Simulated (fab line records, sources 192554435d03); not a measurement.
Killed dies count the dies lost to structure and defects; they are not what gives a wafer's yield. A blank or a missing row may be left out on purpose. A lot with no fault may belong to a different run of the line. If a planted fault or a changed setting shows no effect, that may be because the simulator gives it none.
Chamber matching    flow n5Finfet    N5_BEOL_M3_ETCHBACK_99 on rieDiel-06: 4 sister chambers
The step etches SiO2 in CHF3, target depth 5 nm, time 10.4 s. 8 wafers are shown with their chamber, then 10 later ones without.

WAFERS WITH THEIR CHAMBER
wafer   chamber  drypumpMotorCurrentA (A)  rfVppV (V)
L079.1  0        5.56                      243
L086.3  0        5.56                      243
L086.5  1        5.63                      234
L087.3  3        5.88                      241
L087.4  2        5.34                      246
L087.6  3        5.84                      243
L088.1  1        5.62                      233
L088.3  2        5.34                      246

WAFERS WITHOUT THEIR CHAMBER
wafer   drypumpMotorCurrentA (A)  rfVppV (V)
L088.4  5.84                      242
L089.1  5.57                      243
L089.2  5.34                      246
L089.6  5.32                      246
L090.1  5.36                      245
L090.2  5.57                      244
L090.4  5.65                      233
L096.3  5.84                      242
L096.5  5.56                      242
L096.6  5.88                      243

WHICH CHAMBER EACH ONE RAN IN
wafer   from the rows above  in truth
L088.4  3                    3
L089.1  0                    0
L089.2  2                    2
L089.6  2                    2
L090.1  2                    2
L090.2  0                    0
L090.4  1                    1
L096.3  3                    3
L096.5  0                    0
L096.6  3                    3
10 of 10 placed correctly. Left unplaced by these rows: 0. Wrongly placed: 0.
How it was worked out, from the rows above alone: a wafer's distance from a chamber is the root of the sum, over the readings, of the square of ((its reading less the chamber's mean) divided by the reading's scatter). If the next closest chamber is less than 2 further off than the closest, the wafer can't be placed; otherwise it belongs to the closest. For every chamber, the mean is computed from those of its wafers that are shown. The scatter: the root of (the sum of the squares of (reading less its chamber's mean) over the shown wafers, divided by (wafers less chambers)).
